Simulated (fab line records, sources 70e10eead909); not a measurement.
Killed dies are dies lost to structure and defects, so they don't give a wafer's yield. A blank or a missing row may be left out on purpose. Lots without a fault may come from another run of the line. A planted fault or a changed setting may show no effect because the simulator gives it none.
One fault seen from 2 desks | flow nand_harc | each desk has only its own numbers; what lay behind them comes last

THE TOOL OWNER'S DESK: litho_track-04
The tool's own readings at NHARC_P_M1_SOFTBAKE_04 (time 55 s): means of the sampled wafers that have a number, for each lot that ran on this tool. A lot is out of limits, marked OUT, if its mean lies more than 4 standard deviations from the usual mean; the brackets give that distance.
Columns: A = heater_power_total_W at NHARC_P_M1_SOFTBAKE_04, usual 188.47 W
lot  | first seen here | A
L152 | day 8 10:00     | 193.91 (+39) OUT
L153 | day 8 17:00     | 193.98 (+39) OUT
L159 | day 11 09:00    | 188.57
L161 | day 12 08:00    | 188.43
L162 | day 12 09:00    | 188.42
L163 | day 12 23:00    | 188.55
L165 | day 13 19:00    | 188.40
This desk's finding: out of limits on L152, L153; first on L152, day 8 10:00 (heater_power_total_W at NHARC_P_M1_SOFTBAKE_04). In limits: L159, L161, L162, L163, L165.

THE METROLOGY DESK
What the gauges read, lot by lot, whatever tool the lot ran on: means of the sampled wafers that have a number. A lot is out of limits, marked OUT, if its mean lies more than 4 standard deviations from the usual mean; the brackets give that distance.
Columns: A = thk_nm at NHARC_P_M0_THK_MEAS_24, usual 117.9 nm
lot  | first seen here | A
L149 | day 6 21:24     | 118.2
L152 | day 8 09:26     | 118.6
L153 | day 8 16:38     | 118.5
L159 | day 11 07:58    | 117.1
L161 | day 12 06:57    | 117.7
L162 | day 12 08:35    | 118.8
L163 | day 12 22:40    | 118.0
L164 | day 13 12:38    | 120.5
L165 | day 13 18:06    | 117.9
L166 | day 14 08:54    | 117.7
L167 | day 14 14:29    | 119.6
L170 | day 15 22:06    | 115.7
This desk's finding: nothing out of limits on any of the 12 lots.

PUT TOGETHER
The tool owner's desk could have raised an alarm at day 8 10:00, on L152, L153.
The metrology desk saw nothing out of limits.
The metrology desk has L152, L153 on record, within its limits.
Of the lots named, all ran NHARC_P_M1_SOFTBAKE_04 on litho_track-04.

WHAT THE SIMULATOR HAD PUT IN
Process parameter drift: litho_track-04, from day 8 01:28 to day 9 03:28, at NHARC_P_M1_SOFTBAKE_04. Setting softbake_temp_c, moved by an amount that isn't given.
Lots struck among those shown: L152, L153.
Hours from the fault's start to each desk's first reading out of limits: the tool owner's desk, 9.
